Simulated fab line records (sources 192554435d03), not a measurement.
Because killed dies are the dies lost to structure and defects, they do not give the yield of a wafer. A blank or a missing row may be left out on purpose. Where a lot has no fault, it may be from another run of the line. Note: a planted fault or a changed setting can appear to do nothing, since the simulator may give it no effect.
Struck lot and sound lot, side by side | flow n5-finfet | 15 steps out of a route of 1938
Sound: wafers L791.1, L791.5, L791.6. Struck: wafers L805.1, L805.5. (L805.2 of the same lot was not struck and is left out.) The cause comes at the end.
For every step that has rows: the tool of each side, followed by ch and its chambers, followed by its first start. Under that, the readings that differ: sound wafers | struck wafers | difference of the means | sigmas: that difference in standard deviations of wafers without a fault.
alike: same words and numbers on both sides, and readings whose means sit less than 2 such deviations apart. not compared: any withheld reading, any reading some wafer has no value for, any bound like >300 that may hide the same value, and any number with overlapping values for which the record gives no deviation.
The two part at a step that has a row with sigmas, a row that says differs or no value, or rows on one side only. Numbers that have no deviation but don't overlap get no sigmas and don't part them. A reading that every wafer of one side lacks parts them only if that side has two wafers or more.

first, 8 steps without rows for these wafers: N5_BEOL_M15_COAT_58 (time 60 s, resist thk 89 nm); N5_BEOL_M15_COAT_04 (resist thk 800 nm); N5_BEOL_M15_EBR_06; N5_BEOL_M15_SOFTBAKE_05 (time 60 s); N5_BEOL_M15_EXPOSE_07 (exposes mask V14); N5_BEOL_M15_PEB_08 (peb time 90 s); N5_BEOL_M15_DEVELOP_09 (develop time 45 s); N5_BEOL_M15_HARDBAKE_14 (time 120 s).
N5_BEOL_M15_CD_MEAS_10 targets a cd of 360 nm.
  sound on cd-sem-03 ch 0, day 13 08:25; struck on cd-sem-01 ch 0, day 17 20:44
  alike: cd-nm
N5_BEOL_M15_OVL_MEAS_11:
  sound on overlay-02 ch 0, day 13 08:27; struck on overlay-01 ch 0, day 17 20:46
  alike: V14_OVL
N5_BEOL_M15_INSPECT_12: inspects for defects (macro).
  sound: defect-inspect-02 at day 13 08:28; struck: defect-inspect-02 at day 17 20:47
  alike: raw-defect-count
N5_BEOL_M15_DESCUM_15: chemistry O2, time 7.9 s.
  sound on rie-diel-05 ch 2,3, day 13 08:58; struck on rie-diel-05 ch 2,3, day 17 21:02
  reading          | sound             | struck      | difference | sigmas
  bias-power-w (W) | 19.95 19.96 19.90 | 20.07 20.04 | +0.12      | +2
  alike: chamber-pressure-mTorr, drypump-motor-current-A, oes-product-au, rf-vpp-V, showerhead-plenum-p-Torr, throttle-valve-pct
  not compared: rf-hours-counter-h
N5_BEOL_M15_ETCH_59: etches BARC in N2/H2, target depth 89 nm, overetch 26.7 nm, time 67.9 s.
  sound on rie-diel-05 ch 2,3, day 13 09:01; struck on rie-diel-05 ch 2,3, day 17 21:04
  reading          | sound          | struck    | difference | sigmas
  run-length-s (s) | 91.1 91.0 91.6 | 96.0 95.7 | +4.6       | +10
  alike: chamber-pressure-mTorr, drypump-motor-current-A, oes-product-au, rf-vpp-V, showerhead-plenum-p-Torr, throttle-valve-pct
  not compared: rf-hours-counter-h, model.coat_of_BEOL_M15_COAT_04.thk-nm
N5_BEOL_M15_VIA_ETCH_16: etches SiO2 in C4F8/O2/Ar, target depth 1792.2 nm.
  sound on rie-diel-05 ch 2,3, day 13 09:04; struck on rie-diel-05 ch 2,3, day 17 21:08
  alike: chamber-pressure-mTorr, drypump-motor-current-A, oes-product-au, rf-vpp-V, showerhead-plenum-p-Torr, throttle-valve-pct
N5_PASSIVATION_PROBE_49:
  the record holds rows for the sound wafers here (prober-02, day 14 06:08) but none for the struck ones

WHERE THEY PART
At N5_BEOL_M15_DESCUM_15 first; at N5_PASSIVATION_PROBE_49 last (within this record only).

WHY: the cause the simulator had injected
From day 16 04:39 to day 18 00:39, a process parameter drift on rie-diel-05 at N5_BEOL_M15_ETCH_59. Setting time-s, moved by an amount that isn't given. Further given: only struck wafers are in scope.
